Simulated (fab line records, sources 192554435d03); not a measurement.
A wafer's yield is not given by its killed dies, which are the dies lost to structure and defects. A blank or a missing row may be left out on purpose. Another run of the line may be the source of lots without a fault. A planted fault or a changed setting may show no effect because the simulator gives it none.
Matching of chambers || flow n5-finfet || 4 sister chambers for N5_BEOL_M8_DESCUM_16 on rie-diel-01
The step chemistry O2, time 7.9 s. 18 wafers are shown with their chamber, then 9 later ones without.

WAFERS WITH THEIR CHAMBER
{"wafer": "L078.1", "chamber": 2, "drypump-motor-current-A (A)": 5.3, "showerhead-plenum-p-Torr (Torr)": 2.05, "throttle-valve-pct (%)": 20.59}
{"wafer": "L078.3", "chamber": 0, "drypump-motor-current-A (A)": 6.7, "showerhead-plenum-p-Torr (Torr)": 2.15, "throttle-valve-pct (%)": 20.27}
{"wafer": "L078.5", "chamber": 3, "drypump-motor-current-A (A)": 5.5, "showerhead-plenum-p-Torr (Torr)": 2.07, "throttle-valve-pct (%)": 20.64}
{"wafer": "L077.2", "chamber": 2, "drypump-motor-current-A (A)": 5.3, "showerhead-plenum-p-Torr (Torr)": 2.05, "throttle-valve-pct (%)": 20.60}
{"wafer": "L077.5", "chamber": 3, "drypump-motor-current-A (A)": 5.5, "showerhead-plenum-p-Torr (Torr)": 2.07, "throttle-valve-pct (%)": 20.60}
{"wafer": "L077.6", "chamber": 0, "drypump-motor-current-A (A)": 6.7, "showerhead-plenum-p-Torr (Torr)": 2.15, "throttle-valve-pct (%)": 20.28}
{"wafer": "L079.1", "chamber": 0, "drypump-motor-current-A (A)": 6.7, "showerhead-plenum-p-Torr (Torr)": 2.15, "throttle-valve-pct (%)": 20.28}
{"wafer": "L079.2", "chamber": 3, "drypump-motor-current-A (A)": 5.4, "showerhead-plenum-p-Torr (Torr)": 2.06, "throttle-valve-pct (%)": 20.62}
{"wafer": "L079.4", "chamber": 0, "drypump-motor-current-A (A)": 6.7, "showerhead-plenum-p-Torr (Torr)": 2.15, "throttle-valve-pct (%)": 20.26}
{"wafer": "L081.1", "chamber": 0, "drypump-motor-current-A (A)": 6.7, "showerhead-plenum-p-Torr (Torr)": 2.15, "throttle-valve-pct (%)": 20.30}
{"wafer": "L081.3", "chamber": 3, "drypump-motor-current-A (A)": 5.5, "showerhead-plenum-p-Torr (Torr)": 2.06, "throttle-valve-pct (%)": 20.63}
{"wafer": "L081.5", "chamber": 0, "drypump-motor-current-A (A)": 6.7, "showerhead-plenum-p-Torr (Torr)": 2.15, "throttle-valve-pct (%)": 20.30}
{"wafer": "L084.3", "chamber": 0, "drypump-motor-current-A (A)": 6.7, "showerhead-plenum-p-Torr (Torr)": 2.15, "throttle-valve-pct (%)": 20.31}
{"wafer": "L084.4", "chamber": 0, "drypump-motor-current-A (A)": 6.7, "showerhead-plenum-p-Torr (Torr)": 2.15, "throttle-valve-pct (%)": 20.31}
{"wafer": "L084.5", "chamber": 1, "drypump-motor-current-A (A)": 6.4, "showerhead-plenum-p-Torr (Torr)": 2.10, "throttle-valve-pct (%)": 20.04}
{"wafer": "L087.3", "chamber": 0, "drypump-motor-current-A (A)": 6.7, "showerhead-plenum-p-Torr (Torr)": 2.14, "throttle-valve-pct (%)": 20.31}
{"wafer": "L087.4", "chamber": 1, "drypump-motor-current-A (A)": 6.4, "showerhead-plenum-p-Torr (Torr)": 2.09, "throttle-valve-pct (%)": 20.03}
{"wafer": "L087.6", "chamber": 3, "drypump-motor-current-A (A)": 5.4, "showerhead-plenum-p-Torr (Torr)": 2.06, "throttle-valve-pct (%)": 20.27}

SIGNATURES, as means of the wafers listed above
{"reading": "drypump-motor-current-A", "chamber 0": 6.700, "chamber 1": 6.400, "chamber 2": 5.300, "chamber 3": 5.460, "scatter within a chamber": 0.0293}
{"reading": "showerhead-plenum-p-Torr", "chamber 0": 2.1489, "chamber 1": 2.0950, "chamber 2": 2.0500, "chamber 3": 2.0640, "scatter within a chamber": 0.0043}
{"reading": "throttle-valve-pct", "chamber 0": 20.2911, "chamber 1": 20.0350, "chamber 2": 20.5950, "chamber 3": 20.5520, "scatter within a chamber": 0.0859}
Rule: a wafer lies at a distance from a chamber equal to the root of the sum of squares, over the readings, of (its reading less the chamber's mean, divided by the reading's scatter). The wafer belongs to the nearest chamber; if the next one is less than 2 further off, it can't be placed. How the scatter is found: for the shown wafers, subtract from each reading the mean of its chamber, square and add these, divide the total by (wafers less chambers), then take the root.

WAFERS WITH NO CHAMBER GIVEN
{"wafer": "L090.3", "drypump-motor-current-A (A)": 6.4, "showerhead-plenum-p-Torr (Torr)": 2.09, "throttle-valve-pct (%)": 20.05}
{"wafer": "L090.4", "drypump-motor-current-A (A)": 6.7, "showerhead-plenum-p-Torr (Torr)": 2.14, "throttle-valve-pct (%)": 20.32}
{"wafer": "L090.6", "drypump-motor-current-A (A)": 5.5, "showerhead-plenum-p-Torr (Torr)": 2.06, "throttle-valve-pct (%)": 20.29}
{"wafer": "L096.2", "drypump-motor-current-A (A)": 5.3, "showerhead-plenum-p-Torr (Torr)": 2.04, "throttle-valve-pct (%)": 20.23}
{"wafer": "L096.3", "drypump-motor-current-A (A)": 5.5, "showerhead-plenum-p-Torr (Torr)": 2.06, "throttle-valve-pct (%)": 20.30}
{"wafer": "L096.4", "drypump-motor-current-A (A)": 6.4, "showerhead-plenum-p-Torr (Torr)": 2.09, "throttle-valve-pct (%)": 20.05}
{"wafer": "L094.1", "drypump-motor-current-A (A)": 6.4, "showerhead-plenum-p-Torr (Torr)": 2.09, "throttle-valve-pct (%)": 20.06}
{"wafer": "L094.4", "drypump-motor-current-A (A)": 5.5, "showerhead-plenum-p-Torr (Torr)": 2.06, "throttle-valve-pct (%)": 20.31}
{"wafer": "L094.6", "drypump-motor-current-A (A)": 5.5, "showerhead-plenum-p-Torr (Torr)": 2.06, "throttle-valve-pct (%)": 20.28}

THE CHAMBER EACH PASSED THROUGH
{"wafer": "L090.3", "from the rows above": 1, "in truth": 1}
{"wafer": "L090.4", "from the rows above": 0, "in truth": 0}
{"wafer": "L090.6", "from the rows above": 3, "in truth": 3}
{"wafer": "L096.2", "from the rows above": 2, "in truth": 2}
{"wafer": "L096.3", "from the rows above": 3, "in truth": 3}
{"wafer": "L096.4", "from the rows above": 1, "in truth": 1}
{"wafer": "L094.1", "from the rows above": 1, "in truth": 1}
{"wafer": "L094.4", "from the rows above": 3, "in truth": 3}
{"wafer": "L094.6", "from the rows above": 3, "in truth": 3}
Correctly placed: 9 of 9. From these rows, 0 cannot be placed. Wrongly placed: 0.
